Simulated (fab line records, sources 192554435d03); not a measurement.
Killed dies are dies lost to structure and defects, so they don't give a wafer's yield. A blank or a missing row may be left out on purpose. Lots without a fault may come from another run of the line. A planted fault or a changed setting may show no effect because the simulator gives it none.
A sampling plan put to the test | flow n5_finfet | one fab line, 75 faults that these records tell of, each judged on the records of the lots that it struck; 1 more is left out, because the records don't allow judging it
The plan is the line's own looks: the steps of the route at which a gauge or an inspection reads the wafer and doesn't change it. A look can be judged if struck wafers have a number there and the file gives its usual mean and standard deviation on fault-free wafers. Caught: at a look after the fault's first step, the mean of the struck wafers lies 4 or more of those standard deviations (sigma) from the usual mean. On the tool: the same test on the tool's own readings at the fault's steps. Another recipe on the struck wafers, or a record that is blank for them alone, also counts as caught.

THE FAULTS, as the simulator had put them in
1. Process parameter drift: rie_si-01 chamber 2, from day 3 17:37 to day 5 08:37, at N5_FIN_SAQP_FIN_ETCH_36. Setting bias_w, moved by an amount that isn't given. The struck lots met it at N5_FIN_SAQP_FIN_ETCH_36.
2. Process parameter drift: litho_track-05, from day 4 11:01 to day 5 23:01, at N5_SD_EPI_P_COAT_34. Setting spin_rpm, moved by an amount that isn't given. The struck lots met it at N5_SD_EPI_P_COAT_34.
3. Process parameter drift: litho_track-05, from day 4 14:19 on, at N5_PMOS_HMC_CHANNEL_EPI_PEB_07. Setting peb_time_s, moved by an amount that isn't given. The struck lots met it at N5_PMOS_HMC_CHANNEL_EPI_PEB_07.
4. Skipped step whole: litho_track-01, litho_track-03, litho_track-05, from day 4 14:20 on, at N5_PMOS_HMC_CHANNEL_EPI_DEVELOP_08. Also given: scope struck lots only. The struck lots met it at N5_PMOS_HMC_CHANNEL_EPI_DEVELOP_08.
5. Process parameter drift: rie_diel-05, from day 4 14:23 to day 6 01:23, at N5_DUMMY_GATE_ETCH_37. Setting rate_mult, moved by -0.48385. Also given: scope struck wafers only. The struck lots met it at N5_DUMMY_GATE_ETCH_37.
6. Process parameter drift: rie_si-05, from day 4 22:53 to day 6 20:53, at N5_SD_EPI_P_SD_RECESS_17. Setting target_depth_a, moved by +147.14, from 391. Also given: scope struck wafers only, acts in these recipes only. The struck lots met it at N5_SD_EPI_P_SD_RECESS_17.
7. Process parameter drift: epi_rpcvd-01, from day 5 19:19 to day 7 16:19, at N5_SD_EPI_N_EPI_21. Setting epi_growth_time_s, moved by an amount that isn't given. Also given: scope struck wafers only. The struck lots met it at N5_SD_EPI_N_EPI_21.
8. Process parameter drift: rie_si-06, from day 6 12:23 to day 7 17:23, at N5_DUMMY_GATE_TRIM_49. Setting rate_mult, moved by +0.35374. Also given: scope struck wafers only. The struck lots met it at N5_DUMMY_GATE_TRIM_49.
9. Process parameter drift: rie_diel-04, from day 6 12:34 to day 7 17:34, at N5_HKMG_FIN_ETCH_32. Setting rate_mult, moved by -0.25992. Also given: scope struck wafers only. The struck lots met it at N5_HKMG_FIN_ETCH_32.
10. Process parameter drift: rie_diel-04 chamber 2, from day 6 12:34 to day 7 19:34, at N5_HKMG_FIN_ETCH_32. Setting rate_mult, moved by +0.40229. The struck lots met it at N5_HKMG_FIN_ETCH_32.
11. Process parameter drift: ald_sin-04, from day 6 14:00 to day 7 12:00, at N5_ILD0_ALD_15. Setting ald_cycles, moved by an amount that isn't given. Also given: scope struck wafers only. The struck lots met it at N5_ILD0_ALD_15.
12. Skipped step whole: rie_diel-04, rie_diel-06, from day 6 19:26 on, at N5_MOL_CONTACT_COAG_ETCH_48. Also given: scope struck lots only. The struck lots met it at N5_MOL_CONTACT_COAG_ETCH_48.
13. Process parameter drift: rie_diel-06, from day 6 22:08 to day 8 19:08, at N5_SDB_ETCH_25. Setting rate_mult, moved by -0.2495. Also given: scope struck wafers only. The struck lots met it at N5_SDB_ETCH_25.
14. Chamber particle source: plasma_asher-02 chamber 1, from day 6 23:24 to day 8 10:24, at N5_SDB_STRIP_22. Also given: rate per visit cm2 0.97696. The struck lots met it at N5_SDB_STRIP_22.
15. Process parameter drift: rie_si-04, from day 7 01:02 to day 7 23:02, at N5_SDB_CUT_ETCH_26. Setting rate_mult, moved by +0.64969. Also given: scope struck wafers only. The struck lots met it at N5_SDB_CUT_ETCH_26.
16. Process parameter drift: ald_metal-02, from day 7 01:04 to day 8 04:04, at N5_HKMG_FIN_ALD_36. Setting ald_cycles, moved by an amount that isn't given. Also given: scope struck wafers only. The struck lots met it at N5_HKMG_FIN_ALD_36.
17. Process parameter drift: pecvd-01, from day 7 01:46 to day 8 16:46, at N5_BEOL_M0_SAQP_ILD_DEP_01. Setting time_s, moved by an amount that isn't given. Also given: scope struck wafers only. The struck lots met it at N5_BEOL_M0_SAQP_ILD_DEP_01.
18. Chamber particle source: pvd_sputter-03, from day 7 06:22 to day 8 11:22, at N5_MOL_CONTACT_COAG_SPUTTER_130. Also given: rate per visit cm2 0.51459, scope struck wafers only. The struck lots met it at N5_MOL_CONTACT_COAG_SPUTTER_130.
19. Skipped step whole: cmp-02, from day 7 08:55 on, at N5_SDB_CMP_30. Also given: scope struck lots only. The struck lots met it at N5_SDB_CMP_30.
20. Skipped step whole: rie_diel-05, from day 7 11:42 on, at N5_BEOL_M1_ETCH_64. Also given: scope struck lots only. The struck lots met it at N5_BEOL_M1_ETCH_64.
21. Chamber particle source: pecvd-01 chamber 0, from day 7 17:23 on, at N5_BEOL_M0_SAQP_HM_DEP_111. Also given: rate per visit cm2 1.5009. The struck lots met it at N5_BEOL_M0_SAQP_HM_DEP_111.
22. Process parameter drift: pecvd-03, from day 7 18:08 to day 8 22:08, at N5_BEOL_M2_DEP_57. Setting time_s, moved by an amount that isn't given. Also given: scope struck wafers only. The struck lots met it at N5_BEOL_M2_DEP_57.
23. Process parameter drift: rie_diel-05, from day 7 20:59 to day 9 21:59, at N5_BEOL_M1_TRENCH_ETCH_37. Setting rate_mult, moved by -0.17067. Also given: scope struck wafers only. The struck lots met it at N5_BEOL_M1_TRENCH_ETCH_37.
24. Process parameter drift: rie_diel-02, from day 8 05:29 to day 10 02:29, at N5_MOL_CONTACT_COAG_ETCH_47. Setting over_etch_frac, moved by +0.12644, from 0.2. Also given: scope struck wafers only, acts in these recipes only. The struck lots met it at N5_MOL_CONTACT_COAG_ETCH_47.
25. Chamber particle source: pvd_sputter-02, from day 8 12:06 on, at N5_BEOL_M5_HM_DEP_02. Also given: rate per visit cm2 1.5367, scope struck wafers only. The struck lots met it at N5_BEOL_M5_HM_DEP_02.
26. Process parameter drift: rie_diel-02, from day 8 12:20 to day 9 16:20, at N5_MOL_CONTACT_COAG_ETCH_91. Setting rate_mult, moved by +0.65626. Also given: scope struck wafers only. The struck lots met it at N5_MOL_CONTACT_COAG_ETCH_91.
27. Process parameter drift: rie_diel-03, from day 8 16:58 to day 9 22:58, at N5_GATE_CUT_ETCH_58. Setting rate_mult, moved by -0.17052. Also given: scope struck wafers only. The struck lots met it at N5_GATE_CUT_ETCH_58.
28. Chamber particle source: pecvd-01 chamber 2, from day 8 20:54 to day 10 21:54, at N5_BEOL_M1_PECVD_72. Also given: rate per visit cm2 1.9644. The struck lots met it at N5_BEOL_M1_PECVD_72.
29. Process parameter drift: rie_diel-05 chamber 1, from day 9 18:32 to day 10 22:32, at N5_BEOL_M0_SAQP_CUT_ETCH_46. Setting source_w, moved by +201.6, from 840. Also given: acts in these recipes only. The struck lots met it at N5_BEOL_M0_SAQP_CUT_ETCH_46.
30. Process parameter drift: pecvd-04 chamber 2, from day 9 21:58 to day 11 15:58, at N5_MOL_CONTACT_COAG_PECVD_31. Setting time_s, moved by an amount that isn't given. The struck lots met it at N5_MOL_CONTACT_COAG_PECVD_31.
31. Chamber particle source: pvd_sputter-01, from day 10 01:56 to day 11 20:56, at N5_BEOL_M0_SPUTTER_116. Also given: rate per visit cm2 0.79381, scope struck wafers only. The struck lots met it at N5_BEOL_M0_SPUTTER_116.
32. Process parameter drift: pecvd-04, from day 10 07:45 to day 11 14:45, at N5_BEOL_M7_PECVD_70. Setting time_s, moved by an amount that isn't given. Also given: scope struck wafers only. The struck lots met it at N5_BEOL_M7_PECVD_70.
33. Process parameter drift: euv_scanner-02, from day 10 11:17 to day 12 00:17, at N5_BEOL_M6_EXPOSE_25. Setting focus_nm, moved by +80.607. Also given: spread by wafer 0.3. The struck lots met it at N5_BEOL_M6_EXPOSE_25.
34. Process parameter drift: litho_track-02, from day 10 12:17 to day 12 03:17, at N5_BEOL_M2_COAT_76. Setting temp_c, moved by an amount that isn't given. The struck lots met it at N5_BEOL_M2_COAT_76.
35. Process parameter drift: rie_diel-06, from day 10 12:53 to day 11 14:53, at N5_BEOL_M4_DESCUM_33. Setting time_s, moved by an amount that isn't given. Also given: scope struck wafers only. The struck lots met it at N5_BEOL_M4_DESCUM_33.
36. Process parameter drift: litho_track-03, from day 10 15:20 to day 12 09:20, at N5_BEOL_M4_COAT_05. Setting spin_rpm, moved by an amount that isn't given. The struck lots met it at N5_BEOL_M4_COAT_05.
37. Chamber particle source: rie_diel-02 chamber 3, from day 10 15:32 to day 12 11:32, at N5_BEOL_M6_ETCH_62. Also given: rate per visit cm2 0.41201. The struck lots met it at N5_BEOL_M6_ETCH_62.
38. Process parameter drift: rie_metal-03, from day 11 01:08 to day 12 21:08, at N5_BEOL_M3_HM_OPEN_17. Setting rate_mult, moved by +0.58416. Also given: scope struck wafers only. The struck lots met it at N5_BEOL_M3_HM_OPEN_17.
39. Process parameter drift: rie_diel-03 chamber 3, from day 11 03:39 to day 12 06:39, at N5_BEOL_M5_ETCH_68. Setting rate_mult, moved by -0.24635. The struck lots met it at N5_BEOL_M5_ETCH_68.
40. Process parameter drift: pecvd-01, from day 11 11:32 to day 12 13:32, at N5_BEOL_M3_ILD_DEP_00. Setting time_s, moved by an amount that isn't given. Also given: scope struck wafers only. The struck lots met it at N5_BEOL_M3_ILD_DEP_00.
41. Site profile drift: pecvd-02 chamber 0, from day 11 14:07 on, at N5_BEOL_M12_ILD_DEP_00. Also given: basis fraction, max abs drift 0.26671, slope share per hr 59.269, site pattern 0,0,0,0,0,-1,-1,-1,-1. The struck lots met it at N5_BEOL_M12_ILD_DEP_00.
42. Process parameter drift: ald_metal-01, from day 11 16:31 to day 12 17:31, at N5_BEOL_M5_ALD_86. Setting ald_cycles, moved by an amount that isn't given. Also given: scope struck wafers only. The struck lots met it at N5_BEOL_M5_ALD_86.
43. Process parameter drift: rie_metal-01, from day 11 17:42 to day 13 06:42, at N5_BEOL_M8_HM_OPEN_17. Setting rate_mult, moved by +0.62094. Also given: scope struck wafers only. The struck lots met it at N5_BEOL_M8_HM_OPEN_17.
44. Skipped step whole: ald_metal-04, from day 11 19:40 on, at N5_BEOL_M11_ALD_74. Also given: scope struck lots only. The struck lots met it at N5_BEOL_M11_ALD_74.
45. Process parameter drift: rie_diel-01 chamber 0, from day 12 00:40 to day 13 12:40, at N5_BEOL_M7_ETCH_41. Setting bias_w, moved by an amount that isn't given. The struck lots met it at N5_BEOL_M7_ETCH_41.
46. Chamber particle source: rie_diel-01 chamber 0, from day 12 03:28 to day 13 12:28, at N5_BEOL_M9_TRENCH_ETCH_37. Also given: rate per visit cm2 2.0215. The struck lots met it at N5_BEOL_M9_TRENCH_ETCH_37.
47. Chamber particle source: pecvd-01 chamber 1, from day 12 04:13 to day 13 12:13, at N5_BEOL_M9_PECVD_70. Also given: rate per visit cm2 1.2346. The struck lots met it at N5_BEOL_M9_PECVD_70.
48. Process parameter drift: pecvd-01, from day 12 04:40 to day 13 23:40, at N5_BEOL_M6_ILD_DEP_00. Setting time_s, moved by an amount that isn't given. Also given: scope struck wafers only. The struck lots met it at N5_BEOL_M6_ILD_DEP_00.
49. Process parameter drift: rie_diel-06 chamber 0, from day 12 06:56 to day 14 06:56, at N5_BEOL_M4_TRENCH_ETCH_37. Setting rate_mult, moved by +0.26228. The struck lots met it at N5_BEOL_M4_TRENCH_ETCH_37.
50. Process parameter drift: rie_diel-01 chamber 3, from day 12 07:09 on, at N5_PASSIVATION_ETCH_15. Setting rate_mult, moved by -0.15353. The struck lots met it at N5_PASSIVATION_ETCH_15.
51. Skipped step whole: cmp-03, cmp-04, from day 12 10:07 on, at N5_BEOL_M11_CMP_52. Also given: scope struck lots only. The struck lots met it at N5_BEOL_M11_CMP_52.
52. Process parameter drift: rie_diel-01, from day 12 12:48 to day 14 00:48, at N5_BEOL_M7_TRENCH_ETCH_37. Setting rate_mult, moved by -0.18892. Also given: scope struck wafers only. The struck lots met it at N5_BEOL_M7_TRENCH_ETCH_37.
53. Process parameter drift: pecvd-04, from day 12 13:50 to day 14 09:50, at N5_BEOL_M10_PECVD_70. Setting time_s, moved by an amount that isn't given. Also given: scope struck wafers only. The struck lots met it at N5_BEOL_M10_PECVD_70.
54. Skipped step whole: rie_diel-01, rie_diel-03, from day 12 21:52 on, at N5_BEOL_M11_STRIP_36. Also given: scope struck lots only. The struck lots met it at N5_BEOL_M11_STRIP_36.
55. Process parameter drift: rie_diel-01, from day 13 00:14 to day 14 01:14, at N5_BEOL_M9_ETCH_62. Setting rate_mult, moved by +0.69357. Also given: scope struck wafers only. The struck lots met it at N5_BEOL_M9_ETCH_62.
56. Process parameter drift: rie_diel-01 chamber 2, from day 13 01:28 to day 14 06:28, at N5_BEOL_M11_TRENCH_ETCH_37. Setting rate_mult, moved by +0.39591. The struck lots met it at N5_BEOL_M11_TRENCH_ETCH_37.
57. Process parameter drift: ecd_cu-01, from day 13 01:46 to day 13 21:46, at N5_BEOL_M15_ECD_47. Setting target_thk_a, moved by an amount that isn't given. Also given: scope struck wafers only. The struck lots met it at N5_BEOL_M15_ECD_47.
58. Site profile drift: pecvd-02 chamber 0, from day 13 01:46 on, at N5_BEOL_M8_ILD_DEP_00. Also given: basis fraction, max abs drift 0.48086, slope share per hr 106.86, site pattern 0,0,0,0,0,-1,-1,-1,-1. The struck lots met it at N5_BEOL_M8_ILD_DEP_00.
59. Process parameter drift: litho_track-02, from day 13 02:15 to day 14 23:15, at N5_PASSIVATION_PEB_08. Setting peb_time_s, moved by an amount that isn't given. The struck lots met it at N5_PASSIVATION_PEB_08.
60. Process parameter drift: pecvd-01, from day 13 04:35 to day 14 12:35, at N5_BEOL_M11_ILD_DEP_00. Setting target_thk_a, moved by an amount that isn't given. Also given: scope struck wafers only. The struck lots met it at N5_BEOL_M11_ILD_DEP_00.
61. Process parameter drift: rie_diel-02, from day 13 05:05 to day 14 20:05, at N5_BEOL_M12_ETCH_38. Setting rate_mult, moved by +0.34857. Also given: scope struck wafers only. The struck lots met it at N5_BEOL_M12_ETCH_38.
62. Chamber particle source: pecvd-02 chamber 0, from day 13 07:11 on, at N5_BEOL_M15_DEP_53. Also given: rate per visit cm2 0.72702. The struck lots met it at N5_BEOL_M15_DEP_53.
63. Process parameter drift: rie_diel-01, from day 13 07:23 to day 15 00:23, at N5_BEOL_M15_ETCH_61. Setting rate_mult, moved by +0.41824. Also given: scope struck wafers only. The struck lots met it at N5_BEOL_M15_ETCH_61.
64. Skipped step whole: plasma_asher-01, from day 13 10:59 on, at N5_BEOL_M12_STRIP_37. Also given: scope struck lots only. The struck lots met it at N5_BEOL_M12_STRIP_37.
65. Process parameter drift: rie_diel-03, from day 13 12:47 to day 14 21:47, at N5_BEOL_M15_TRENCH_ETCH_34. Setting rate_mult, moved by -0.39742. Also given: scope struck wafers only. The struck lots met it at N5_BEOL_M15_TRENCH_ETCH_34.
66. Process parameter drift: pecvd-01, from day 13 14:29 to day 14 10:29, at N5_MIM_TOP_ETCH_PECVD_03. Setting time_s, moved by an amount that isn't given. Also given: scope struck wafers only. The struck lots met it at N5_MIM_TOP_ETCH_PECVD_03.
67. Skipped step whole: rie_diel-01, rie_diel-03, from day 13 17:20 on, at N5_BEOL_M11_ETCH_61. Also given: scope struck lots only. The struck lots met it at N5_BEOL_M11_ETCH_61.
68. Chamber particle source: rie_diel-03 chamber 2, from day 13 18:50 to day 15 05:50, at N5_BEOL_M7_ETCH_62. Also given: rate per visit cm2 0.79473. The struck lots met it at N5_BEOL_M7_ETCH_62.
69. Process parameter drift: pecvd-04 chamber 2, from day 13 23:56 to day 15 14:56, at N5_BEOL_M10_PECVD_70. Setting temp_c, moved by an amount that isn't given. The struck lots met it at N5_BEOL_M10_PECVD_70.
70. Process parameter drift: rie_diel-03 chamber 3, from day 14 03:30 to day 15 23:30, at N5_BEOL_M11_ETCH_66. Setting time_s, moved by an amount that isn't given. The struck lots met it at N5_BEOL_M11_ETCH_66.
71. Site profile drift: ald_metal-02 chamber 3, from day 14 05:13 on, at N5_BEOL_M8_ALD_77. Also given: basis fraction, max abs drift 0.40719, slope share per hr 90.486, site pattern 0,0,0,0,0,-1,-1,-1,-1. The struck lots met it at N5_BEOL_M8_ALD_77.
72. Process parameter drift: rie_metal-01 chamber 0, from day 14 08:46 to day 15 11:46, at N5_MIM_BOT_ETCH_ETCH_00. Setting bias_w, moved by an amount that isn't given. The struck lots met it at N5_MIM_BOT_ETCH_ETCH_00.
73. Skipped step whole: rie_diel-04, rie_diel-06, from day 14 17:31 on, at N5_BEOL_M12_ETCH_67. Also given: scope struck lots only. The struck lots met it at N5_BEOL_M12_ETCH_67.
74. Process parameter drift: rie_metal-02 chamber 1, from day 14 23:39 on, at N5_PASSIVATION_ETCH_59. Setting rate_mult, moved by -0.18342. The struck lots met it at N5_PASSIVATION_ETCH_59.
75. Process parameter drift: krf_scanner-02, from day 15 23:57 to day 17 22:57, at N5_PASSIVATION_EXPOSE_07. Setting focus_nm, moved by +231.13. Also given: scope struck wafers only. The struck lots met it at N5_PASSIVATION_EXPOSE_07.

WHAT THE PLAN SAW
fault | on the tool itself                               | first look that catches it                      | reading, sigma                                               | median hours from its first step to that look | hours from the fault's start to the first struck lot there | judged looks passed uncaught
1     | bias_w -85 sigma                                 | N5_FIN_SAQP_OCD_MEAS_76                         | trench_depth_nm -6.2                                         | 0.3                                           | 4                                                          | 0
2     | spin_speed_rpm -99 or beyond sigma               | no look after it can be judged                  | -                                                            | -                                             | -                                                          | 0
3     | heater_power_total_W +4.4 sigma                  | none of the 3 looks that can be judged after it | strongest: cd_nm at N5_PMOS_HMC_CHANNEL_EPI_CD_MEAS_09, -2.1 | -                                             | -                                                          | 3
4     | no reading that can be judged                    | no look after it can be judged                  | -                                                            | -                                             | -                                                          | 0
5     | under 2 sigma                                    | not the one look that can be judged after it    | strongest: cd_nm at N5_DUMMY_GATE_CD_MEAS_50, +3.7           | -                                             | -                                                          | 1
6     | under 2 sigma                                    | no look after it can be judged                  | -                                                            | -                                             | -                                                          | 0
7     | under 2 sigma                                    | N5_SD_EPI_N_EPI_MEAS_23                         | thk_nm +10                                                   | 1.9                                           | 5                                                          | 0
8     | oes_product_au +15 sigma                         | N5_DUMMY_GATE_CD_MEAS_50                        | cd_nm -9.6                                                   | 0.1                                           | 6                                                          | 0
9     | under 2 sigma                                    | no look after it can be judged                  | -                                                            | -                                             | -                                                          | 0
10    | only faintly: oes_product_au +3.8 sigma          | no look after it can be judged                  | -                                                            | -                                             | -                                                          | 0
11    | under 2 sigma                                    | no look after it can be judged                  | -                                                            | -                                             | -                                                          | 0
12    | the tool's record is blank for the struck wafers | no look after it can be judged                  | -                                                            | -                                             | -                                                          | 0
13    | only faintly: oes_product_au -2.2 sigma          | no look after it can be judged                  | -                                                            | -                                             | -                                                          | 0
14    | under 2 sigma                                    | not the one look that can be judged after it    | -                                                            | -                                             | -                                                          | 1
15    | only faintly: oes_product_au +2.1 sigma          | no look after it can be judged                  | -                                                            | -                                             | -                                                          | 0
16    | under 2 sigma                                    | not the one look that can be judged after it    | -                                                            | -                                             | -                                                          | 1
17    | under 2 sigma                                    | not the one look that can be judged after it    | -                                                            | -                                             | -                                                          | 1
18    | under 2 sigma                                    | no look after it can be judged                  | -                                                            | -                                             | -                                                          | 0
19    | the tool's record is blank for the struck wafers | N5_SDB_THK_MEAS_31                              | SDB_THK +4.7                                                 | 0.3                                           | 3                                                          | 0
20    | the tool's record is blank for the struck wafers | no look after it can be judged                  | -                                                            | -                                             | -                                                          | 0
21    | under 2 sigma                                    | N5_BEOL_M0_SAQP_INSPECT_16                      | raw_defect_count +8.6                                        | 0.5                                           | 6                                                          | 0
22    | under 2 sigma                                    | none of the 2 looks that can be judged after it | -                                                            | -                                             | -                                                          | 2
23    | under 2 sigma                                    | N5_BEOL_M1_OCD_MEAS_38                          | trench_depth_nm -12                                          | 0.2                                           | 11                                                         | 0
24    | etch_rf_on_time_s +7.6 sigma                     | no look after it can be judged                  | -                                                            | -                                             | -                                                          | 0
25    | under 2 sigma                                    | N5_BEOL_M5_INSPECT_13                           | raw_defect_count +12                                         | 0.5                                           | 4                                                          | 0
26    | under 2 sigma                                    | N5_MOL_CONTACT_COAG_CD_MEAS_137                 | cd_nm +4.0                                                   | 0.5                                           | 5                                                          | 0
27    | under 2 sigma                                    | no look after it can be judged                  | -                                                            | -                                             | -                                                          | 0
28    | only faintly: throttle_valve_pct -2.1 sigma      | N5_BEOL_M1_INSPECT_13                           | raw_defect_count +16                                         | 1.0                                           | 11                                                         | 0
29    | rf_fwd_power_W +75 sigma                         | not the one look that can be judged after it    | -                                                            | -                                             | -                                                          | 1
30    | no reading that can be judged                    | N5_MOL_CONTACT_COAG_THK_MEAS_53                 | VIA_MOL_THK -46                                              | 6.5                                           | 29                                                         | 0
31    | under 2 sigma                                    | no look after it can be judged                  | -                                                            | -                                             | -                                                          | 0
32    | under 2 sigma                                    | no look after it can be judged                  | -                                                            | -                                             | -                                                          | 0
33    | exposure_dose_mJ_cm2 -11 sigma                   | none of the 3 looks that can be judged after it | strongest: cd_nm at N5_BEOL_M6_CD_MEAS_28, +3.2              | -                                             | -                                                          | 3
34    | plate_temp_C -99 or beyond sigma                 | not the one look that can be judged after it    | -                                                            | -                                             | -                                                          | 1
35    | under 2 sigma                                    | not the one look that can be judged after it    | -                                                            | -                                             | -                                                          | 1
36    | spin_speed_rpm +99 or beyond sigma               | not the one look that can be judged after it    | -                                                            | -                                             | -                                                          | 1
37    | under 2 sigma                                    | no look after it can be judged                  | -                                                            | -                                             | -                                                          | 0
38    | under 2 sigma                                    | none of the 2 looks that can be judged after it | strongest: cd_nm at N5_BEOL_M3_CD_MEAS_18, +3.6              | -                                             | -                                                          | 2
39    | under 2 sigma                                    | no look after it can be judged                  | -                                                            | -                                             | -                                                          | 0
40    | under 2 sigma                                    | N5_BEOL_M3_THK_MEAS_01                          | M3_ILD_THK -22                                               | 0.1                                           | 0                                                          | 0
41    | under 2 sigma                                    | N5_BEOL_M12_THK_MEAS_01                         | M12_ILD_THK -9.9                                             | 0.1                                           | 5                                                          | 0
42    | under 2 sigma                                    | N5_BEOL_M15_RC_MEAS_101                         | SERP_M5 +5.2                                                 | 82.7                                          | 105                                                        | 0
43    | under 2 sigma                                    | no look after it can be judged                  | -                                                            | -                                             | -                                                          | 0
44    | the tool's record is blank for the struck wafers | no look after it can be judged                  | -                                                            | -                                             | -                                                          | 0
45    | bias_w -48 sigma                                 | no look after it can be judged                  | -                                                            | -                                             | -                                                          | 0
46    | under 2 sigma                                    | no look after it can be judged                  | -                                                            | -                                             | -                                                          | 0
47    | under 2 sigma                                    | N5_BEOL_M9_INSPECT_13                           | raw_defect_count +9.0                                        | 0.7                                           | 2                                                          | 1
48    | under 2 sigma                                    | N5_BEOL_M6_THK_MEAS_01                          | M6_ILD_THK +4.4                                              | 0.6                                           | 2                                                          | 0
49    | under 2 sigma                                    | N5_BEOL_M4_OCD_MEAS_38                          | trench_depth_nm +15                                          | 0.2                                           | 18                                                         | 0
50    | under 2 sigma                                    | no look after it can be judged                  | -                                                            | -                                             | -                                                          | 0
51    | the tool's record is blank for the struck wafers | N5_BEOL_M11_THK_MEAS_53                         | M11_THK +74                                                  | 0.2                                           | 6                                                          | 0
52    | under 2 sigma                                    | N5_BEOL_M7_OCD_MEAS_38                          | trench_depth_nm -11                                          | 0.2                                           | 8                                                          | 0
53    | under 2 sigma                                    | none of the 3 looks that can be judged after it | -                                                            | -                                             | -                                                          | 3
54    | the tool's record is blank for the struck wafers | no look after it can be judged                  | -                                                            | -                                             | -                                                          | 0
55    | under 2 sigma                                    | not the one look that can be judged after it    | strongest: cd_nm at N5_BEOL_M9_CD_MEAS_18, +3.7              | -                                             | -                                                          | 1
56    | only faintly: oes_product_au +2.7 sigma          | N5_BEOL_M11_OCD_MEAS_38                         | trench_depth_nm +30                                          | 0.2                                           | 4                                                          | 0
57    | no reading that can be judged                    | no look after it can be judged                  | -                                                            | -                                             | -                                                          | 0
58    | under 2 sigma                                    | N5_BEOL_M8_THK_MEAS_01                          | M8_ILD_THK -20                                               | 0.6                                           | 2                                                          | 0
59    | no reading that can be judged                    | N5_PASSIVATION_CD_MEAS_10                       | cd_nm -12                                                    | 0.1                                           | 3                                                          | 0
60    | under 2 sigma                                    | N5_BEOL_M11_THK_MEAS_01                         | M11_ILD_THK -7.0                                             | 0.6                                           | 31                                                         | 0
61    | only faintly: oes_product_au +3.1 sigma          | no look after it can be judged                  | -                                                            | -                                             | -                                                          | 0
62    | under 2 sigma                                    | N5_BEOL_M15_INSPECT_55                          | raw_defect_count +20                                         | 0.1                                           | 7                                                          | 0
63    | under 2 sigma                                    | no look after it can be judged                  | -                                                            | -                                             | -                                                          | 0
64    | the tool's record is blank for the struck wafers | no look after it can be judged                  | -                                                            | -                                             | -                                                          | 0
65    | only faintly: oes_product_au -3.1 sigma          | N5_BEOL_M15_THK_MEAS_50                         | M15_THK -20                                                  | 2.2                                           | 18                                                         | 0
66    | under 2 sigma                                    | no look after it can be judged                  | -                                                            | -                                             | -                                                          | 0
67    | the tool's record is blank for the struck wafers | no look after it can be judged                  | -                                                            | -                                             | -                                                          | 0
68    | under 2 sigma                                    | N5_BEOL_M7_INSPECT_30                           | raw_defect_count +6.9                                        | 2.6                                           | 15                                                         | 0
69    | susceptor_temp_C -99 or beyond sigma             | no look after it can be judged                  | -                                                            | -                                             | -                                                          | 0
70    | run_length_s +99 or beyond sigma                 | no look after it can be judged                  | -                                                            | -                                             | -                                                          | 0
71    | under 2 sigma                                    | N5_BEOL_M15_RC_MEAS_101                         | COMB_M8_max_site +12                                         | 54.2                                          | 71                                                         | 2
72    | bias_w +99 or beyond sigma                       | no look after it can be judged                  | -                                                            | -                                             | -                                                          | 0
73    | the tool's record is blank for the struck wafers | no look after it can be judged                  | -                                                            | -                                             | -                                                          | 0
74    | only faintly: throttle_valve_pct +2.0 sigma      | none of the 3 looks that can be judged after it | -                                                            | -                                             | -                                                          | 3
75    | under 2 sigma                                    | not the one look that can be judged after it    | strongest: cd_nm at N5_PASSIVATION_CD_MEAS_10, +3.6          | -                                             | -                                                          | 1
A dash: the fault isn't caught, or these records don't give the number.

Caught at a look: 26 of 75. Caught on the tool: 22 of 75. By one or the other: 44 of 75.
Caught on the tool alone: faults 2, 3, 12, 20, 24, 29, 33, 34, 36, 44, 45, 54, 64, 67, 69, 70, 72, 73.
Caught at a look alone: faults 7, 21, 23, 25, 26, 28, 30, 40, 41, 42, 47, 48, 49, 52, 56, 58, 59, 60, 62, 65, 68, 71.
Caught by neither: faults 4, 5, 6, 9, 10, 11, 13, 14, 15, 16, 17, 18, 22, 27, 31, 32, 35, 37, 38, 39, 43, 46, 50, 53, 55, 57, 61, 63, 66, 74, 75.

THINNER SAMPLING
If the look that catches a fault measured only every second or every third lot, by lot number, the first struck lot would be measured this late in the worst case:
fault | struck lots at that look, in order of time | every lot | every second lot | every third lot
1     | L882, L885                                 | 4 h       | 21 h             | may miss all 2
7     | L158, L159, L160                           | 5 h       | 11 h             | 18 h
8     | L330, L332                                 | 6 h       | may miss all 2   | may miss all 2
19    | L522, L523                                 | 3 h       | 9 h              | may miss all 2
21    | L840                                       | 6 h       | may miss it      | may miss it
23    | L439, L442                                 | 11 h      | 34 h             | may miss all 2
25    | L432                                       | 4 h       | may miss it      | may miss it
26    | L458, L459                                 | 5 h       | 8 h              | may miss all 2
28    | L910, L914                                 | 11 h      | may miss all 2   | may miss all 2
30    | L702                                       | 29 h      | may miss it      | may miss it
40    | L611, L616                                 | 0 h       | 24 h             | may miss all 2
41    | L601, L602                                 | 5 h       | 13 h             | may miss all 2
42    | L208                                       | 105 h     | may miss it      | may miss it
47    | L534, L535                                 | 2 h       | 14 h             | may miss all 2
48    | L293, L297                                 | 2 h       | may miss all 2   | may miss all 2
49    | L858, L859                                 | 18 h      | 20 h             | may miss all 2
51    | L795, L796, L797                           | 6 h       | 11 h             | 14 h
52    | L147, L151                                 | 8 h       | may miss all 2   | may miss all 2
56    | L666, L667                                 | 4 h       | 5 h              | may miss all 2
58    | L246, L245                                 | 2 h       | 9 h              | may miss all 2
59    | L213, L218                                 | 3 h       | 38 h             | may miss all 2
60    | L376                                       | 31 h      | may miss it      | may miss it
62    | L281, L282                                 | 7 h       | 12 h             | may miss all 2
65    | L541                                       | 18 h      | may miss it      | may miss it
68    | L569, L572                                 | 15 h      | 18 h             | may miss all 2
71    | L589, L586                                 | 71 h      | 72 h             | may miss all 2
Hours are from the fault's start to the first struck lot that is measured. The limit of 4 sigma was tested on all struck wafers together, so one lot alone may lie under it. Other struck lots may not be in these records.

THE LONGEST TIMED WAY FROM STEP TO LOOK
Fault 42: a median of 82.7 hours passes between N5_BEOL_M5_ALD_86 and N5_BEOL_M15_RC_MEAS_101. No look between them can be judged.
